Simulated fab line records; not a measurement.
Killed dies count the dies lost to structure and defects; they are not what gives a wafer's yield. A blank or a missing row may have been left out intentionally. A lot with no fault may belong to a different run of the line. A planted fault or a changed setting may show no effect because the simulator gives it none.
What tool caused it? + flow n5Finfet + Sampling: 10 lots, 26 wafers, 5 of 1938 route steps

## WHAT EACH GAUGE READ, for each wafer
N5_BEOL_M4_RC_MEAS_101.
| lot  | measured     | on        | DIBL_N (mV/V)  |
|------|--------------|-----------|----------------|
| L366 | day 7 21:03  | prober-01 | 35.2 37.2 34.7 |
| L369 | day 8 22:09  | prober-01 | 39.5 37.1 38.1 |
| L377 | day 13 12:17 | prober-01 | 34.9 37.6      |
| L378 | day 12 21:28 | prober-02 | 34.6 37.8      |
| L379 | day 13 09:56 | prober-01 | 33.6 38.5      |
| L381 | day 14 13:00 | prober-02 | 32.9 33.7 33.4 |
| L383 | day 14 18:15 | prober-02 | 37.5 37.8 39.2 |
| L384 | day 13 15:39 | prober-02 | 37.7 37.1 35.4 |
| L385 | day 13 20:59 | prober-01 | 38.4 36.6 37.4 |
| L386 | day 14 15:30 | prober-01 | 36.0 37.3      |

## TOOL THAT RAN EACH LOT (tool first, then ch and the chambers of the sampled wafers, then the start)
| lot  | N5_HKMG_FIN_ETCH_35              | N5_HKMG_FIN_ALD_91                | N5_HKMG_FIN_ALD_21                | N5_HKMG_FIN_W_FILL_22       |
|------|----------------------------------|-----------------------------------|-----------------------------------|-----------------------------|
| L366 | rieDiel-01 ch 0,3, day 4 10:19   | aldMetal-02 ch 0,2,3, day 4 10:59 | aldMetal-02 ch 1,2,3, day 4 13:13 | cvdW-02 ch 0,1, day 4 13:38 |
| L369 | rieDiel-05 ch 1,2,3, day 5 04:32 | aldMetal-02 ch 0,3, day 5 05:13   | aldMetal-04 ch 0,2, day 5 07:34   | cvdW-01 ch 0,1, day 5 07:59 |
| L377 | rieDiel-05 ch 0,1, day 7 04:50   | aldMetal-02 ch 0,3, day 7 05:36   | aldMetal-03 ch 0,3, day 7 07:48   | cvdW-01 ch 0,1, day 7 08:04 |
| L378 | rieDiel-05 ch 1,3, day 7 08:44   | aldMetal-04 ch 1,2, day 7 09:25   | aldMetal-03 ch 2, day 7 11:50     | cvdW-02 ch 0, day 7 12:16   |
| L379 | rieDiel-01 ch 1,2, day 7 15:14   | aldMetal-04 ch 0,3, day 7 15:55   | aldMetal-03 ch 1,2, day 7 18:06   | cvdW-02 ch 0,1, day 7 18:31 |
| L381 | rieDiel-01 ch 0,1, day 8 01:23   | aldMetal-04 ch 0,1,3, day 8 02:04 | aldMetal-02 ch 0,1,3, day 8 04:21 | cvdW-01 ch 0,1, day 8 04:47 |
| L383 | rieDiel-01 ch 0,2,3, day 8 15:17 | aldMetal-04 ch 0,1, day 8 15:58   | aldMetal-04 ch 1,2,3, day 8 18:26 | cvdW-02 ch 0,1, day 8 18:52 |
| L384 | rieDiel-06 ch 0,2, day 8 19:07   | aldMetal-03 ch 2,3, day 8 19:50   | aldMetal-04 ch 0,1, day 8 22:10   | cvdW-01 ch 0,1, day 8 22:35 |
| L385 | rieDiel-01 ch 2,3, day 9 09:23   | aldMetal-04 ch 0,1,2, day 9 10:06 | aldMetal-02 ch 1,3, day 9 12:15   | cvdW-01 ch 0, day 9 12:41   |
| L386 | rieDiel-05 ch 2,3, day 9 13:55   | aldMetal-03 ch 1,2, day 9 14:35   | aldMetal-02 ch 1,3, day 9 16:49   | cvdW-02 ch 0,1, day 9 17:15 |
- N5_HKMG_FIN_ETCH_35: etches SOC in N2/H2, target depth 215.8 nm, time 243.4 s.
- N5_HKMG_FIN_ALD_91: deposits TiN, target thk 1 nm, pulse time 1 s, purge time 3 s.
- N5_HKMG_FIN_ALD_21: deposits TiN, target thk 1.5 nm, pulse time 1 s, purge time 3 s.
- N5_HKMG_FIN_W_FILL_22: material W, target thk 60 nm, time 18.2 s.

## THE ANSWER, worked out from the rows above alone
Rule: the lots themselves supply what counts as usual. Put in order of their means at a reading, lots are off if they are a third of the lots or fewer, leave a main group of 4 or more, and stand apart from it by a gap of 3 or more times the standard deviation of the main group's means; of several such gaps the widest counts. A main group is skipped when, at the precision printed for the reading in the tables above, its means are all equal. Also off: a lot with no number at a reading for which 4 or more lots have one. All remaining lots with rows at the step are treated as sound.
None of the lots is off at any reading shown; this tells nothing.

## WHAT THE SIMULATOR HAD INSERTED
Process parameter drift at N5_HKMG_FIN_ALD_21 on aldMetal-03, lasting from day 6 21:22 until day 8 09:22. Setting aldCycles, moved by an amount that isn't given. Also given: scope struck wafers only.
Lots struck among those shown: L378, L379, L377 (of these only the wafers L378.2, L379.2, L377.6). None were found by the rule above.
